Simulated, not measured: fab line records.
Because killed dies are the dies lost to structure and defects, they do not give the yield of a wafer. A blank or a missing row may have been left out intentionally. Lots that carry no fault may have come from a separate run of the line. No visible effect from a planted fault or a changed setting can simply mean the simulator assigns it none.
A struck lot beside a sound one    flow n5_finfet    37 steps out of a route of 1938
Sound: the wafers L627.1, L627.3, L627.5. Struck: wafer L637.3. (L637.1, L637.6 of the same lot were not struck and are left out.) The cause comes at the end.
Each step with rows lists, per side, the tool, then ch with its chambers, then its first start. Under that, the readings that differ: sound wafers    struck wafers    difference of the means    sigmas: that difference in standard deviations of wafers without a fault.
alike: a reading whose means differ by less than 2 such deviations, as well as words and numbers matching on both sides. not compared: withheld readings; readings where some wafer has no value; bounds like >300 that might hide an equal value; numbers whose values overlap and for which the record gives no deviation.
A row with sigmas, a row that says differs or no value, or rows on one side alone: a step with any of these is where the two part. Non-overlapping numbers with no deviation appear without sigmas and do not part them. A reading that every wafer of one side lacks parts them only if that side has two wafers or more.

first, 8 steps without rows for these wafers: N5_BEOL_M2_ANNEAL_51 (time 90 s); N5_BEOL_M2_CMP_52 (polishes, stops on SiOC, t overpolish 6.8 s, target thk 40 nm); N5_BEOL_M2_PRE_CLEAN_60 (time 15 s); N5_BEOL_M2_CO_CAP_55 (material Co, precursor CCTBA/H2, target thk 2 nm, time 102.1 s); N5_BEOL_M2_PRE_CLEAN_56 (time 15 s); N5_BEOL_M2_DEP_57 (deposits SiCN from 3MS/NH3, target thk 8 nm, time 14 s); N5_BEOL_M3_ILD_DEP_00 (deposits SiOC from DEMS/O2, target thk 79 nm, time 15.3 s); N5_BEOL_M3_PECVD_72 (deposits SiO2 from TEOS/O2, target thk 16 nm, time 18 s).
N5_BEOL_M3_HM_DEP_02: deposits TiN, target thk 20 nm.
  sound on pvd_sputter-01, day 8 21:26; struck on pvd_sputter-01, day 11 10:49
reading                                     sound           struck  difference  sigmas
model.TiN_of_BEOL_M3_HM_DEP_02.thk_nm (nm)  19.8 19.8 19.6  27.2    +7.5        
  alike: throttle_valve_pct
then, 16 steps without rows for these wafers: N5_BEOL_M3_COAT_61 (time 60 s, resist thk 60 nm); N5_BEOL_M3_COAT_62 (time 60 s, resist thk 12 nm); N5_BEOL_M3_COAT_73 (time 60 s, resist thk 5 nm); N5_BEOL_M3_COAT_05 (resist thk 30 nm); N5_BEOL_M3_EBR_07; N5_BEOL_M3_SOFTBAKE_06 (time 60 s); N5_BEOL_M3_EXPOSE_08 (exposes mask M3); N5_BEOL_M3_PEB_09 (peb time 60 s); N5_BEOL_M3_DEVELOP_10 (develop time 30 s); N5_BEOL_M3_DESCUM_16 (chemistry O2, time 7 s); N5_BEOL_M3_ETCH_74 (etches underlayer in N2/H2, target depth 6.5 nm, time 5.2 s); N5_BEOL_M3_ETCH_63 (etches SiARC in CF4, target depth 15.6 nm, time 26 s); N5_BEOL_M3_ETCH_64 (etches SOC in N2/H2, target depth 75 nm, overetch 15 nm, time 112.5 s); N5_BEOL_M3_STRIP_65 (strips in N2/H2); N5_BEOL_M3_STRIP_75 (strips in N2/H2); N5_BEOL_M3_STRIP_66 (strips in CF4).
N5_BEOL_M3_HM_OPEN_17: chemistry Cl2/BCl3, target TiN, target depth 20 nm, overetch 6 nm.
  sound on rie_metal-01 ch 0,1, day 8 22:11; struck on rie_metal-01 ch 0, day 11 13:38
reading                   sound              struck  difference  sigmas
model.etch.depth_nm (nm)  19.88 19.78 19.66  26.73   +6.96       
  alike: drypump_motor_current_A, oes_product_au, throttle_valve_pct
  not compared: rf_hours_counter_h
then, 8 steps without rows for these wafers: N5_BEOL_M3_STRIP_19 (strips in O2); N5_BEOL_M3_COAT_67 (time 60 s, resist thk 60 nm); N5_BEOL_M3_COAT_68 (time 60 s, resist thk 12 nm); N5_BEOL_M3_COAT_76 (time 60 s, resist thk 5 nm); N5_BEOL_M3_COAT_22 (resist thk 30 nm); N5_BEOL_M3_EBR_24; N5_BEOL_M3_SOFTBAKE_23 (time 60 s); N5_BEOL_M3_EXPOSE_25 (exposes mask V2, defocus 5 nm).
N5_BEOL_M3_TRENCH_ETCH_37: etches SiOC in C4F6/O2, target depth 55.555 nm, time 29.2 s.
  sound: rie_diel-02 ch 0,2,3; struck: rie_diel-02 ch 0
reading                                     sound              struck  difference  sigmas
throttle_valve_pct (%)                      20.48 21.08 21.22  20.49   -0.44       -2
model.TiN_of_BEOL_M3_HM_DEP_02.thk_nm (nm)  17.6 17.4 17.4     24.8    +7.3        
  alike: drypump_motor_current_A, oes_product_au, rf_vpp_V, showerhead_plenum_p_Torr
  not compared: rf_hours_counter_h
N5_BEOL_M4_RC_MEAS_101:
  sound on prober-02 ch 0, day 9 19:11; struck on prober-01 ch 0, day 13 03:56
  alike: DIBL_N, DIBL_P, IOFF_N, IOFF_P, ION_N, ION_P, SS_N, SS_P, VT_N, VT_P
-- record jumps: 5 days separate the struck wafers' starts on either side; left off in module BEOL_M4, taken up again in module PASSIVATION, whose first shown step is the route's number 1936 --
N5_PASSIVATION_PROBE_49:
  only the struck wafers here have rows in the record (prober-01, day 18 01:27); the sound ones have none

== WHERE THEY PART ==
First at N5_BEOL_M3_TRENCH_ETCH_37; last, within this record, at N5_PASSIVATION_PROBE_49.

WHY: whatever the simulator had introduced
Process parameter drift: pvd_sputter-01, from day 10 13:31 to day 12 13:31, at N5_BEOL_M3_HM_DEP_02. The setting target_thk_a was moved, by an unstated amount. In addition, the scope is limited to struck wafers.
